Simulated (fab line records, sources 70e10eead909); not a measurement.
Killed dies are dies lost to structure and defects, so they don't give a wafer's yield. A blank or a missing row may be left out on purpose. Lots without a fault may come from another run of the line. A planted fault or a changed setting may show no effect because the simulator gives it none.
Problem report in the 8D (eight disciplines) form, filled by code | flow nand_harc | the parts of the form that need people (team, actions taken, sign-off) are left out

1. THE PROBLEM
heater_power_total_W at NHARC_P_M1_SOFTBAKE_04 reads a mean of 336.68 W on 3 wafers of 2 lots; wafers without a fault read 188.43 W with a standard deviation of 0.13. That is +99 or more standard deviations from the usual mean.
The step: time 55 s.
First seen on wafer L979.2, day 9 05:00, on litho_track-01. The record holds 37 wafers of 13 lots with a number at this step. Rule for "out", or "out of limits": more than 4 standard deviations from the usual mean. The other wafers with a number count as sound.

2. WHAT IT IS AND WHAT IT IS NOT
question                    | is                     | is not
which readings at this step | heater_power_total_W   | -
which lots                  | L977, L979             | L966, L967, L968, L969, L972, L973, L974, L975, L985, L987, L989
which wafers of those lots  | L977.1, L977.2, L979.2 | L979.5
read on which tools         | litho_track-01         | litho_track-04, litho_track-06
when                        | from day 9 05:00       | up to then (25 sound wafers); but 9 sound wafers of L985, L987, L989 came after

3. SUSPECTS, AND WHAT RULES EACH OUT
Counting: a tool at a process step up to the reading stays a suspect if it ran every lot that is out. Sound lots after the first of them don't rule it out here, since some wafers of a struck lot are sound.
- litho_track-01 at NHARC_P_M1_SOFTBAKE_04 (time 55 s): kept. It ran every lot that is out, first L979 (day 9 05:00); its last sound lot up to then is L975 (day 8 02:00). Its own readings are out on those wafers: heater_power_total_W.
Left after counting: litho_track-01 at NHARC_P_M1_SOFTBAKE_04.

4. THE CAUSE (what the simulator had put in)
Process parameter drift: litho_track-01, from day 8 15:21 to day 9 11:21, at NHARC_P_M1_SOFTBAKE_04. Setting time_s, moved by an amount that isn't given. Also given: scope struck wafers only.
Counting left only this tool.

5. THE CHAIN OF EFFECTS, in route order
Each row: a reading whose mean over the struck wafers that have a number lies more than 3 standard deviations from the usual. Only readings for which the record gives a usual standard deviation are gone through. hours: the time from each lot's start at the first step in this table that gives one to its start at this step, as a median over the lots. sigmas: the change in usual standard deviations.
hours | step                   | reading              | usual    | on struck wafers | change  | sigmas
0     | NHARC_P_M1_SOFTBAKE_04 | heater_power_total_W | 188.43 W | 336.68           | +148.25 | +99 or more
The process steps in it:
- NHARC_P_M1_SOFTBAKE_04: time 55 s.

6. WHAT WOULD HAVE CAUGHT IT SOONER
In this record the first reading out of limits was taken at day 9 05:00, 14 hours after the fault began at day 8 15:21.
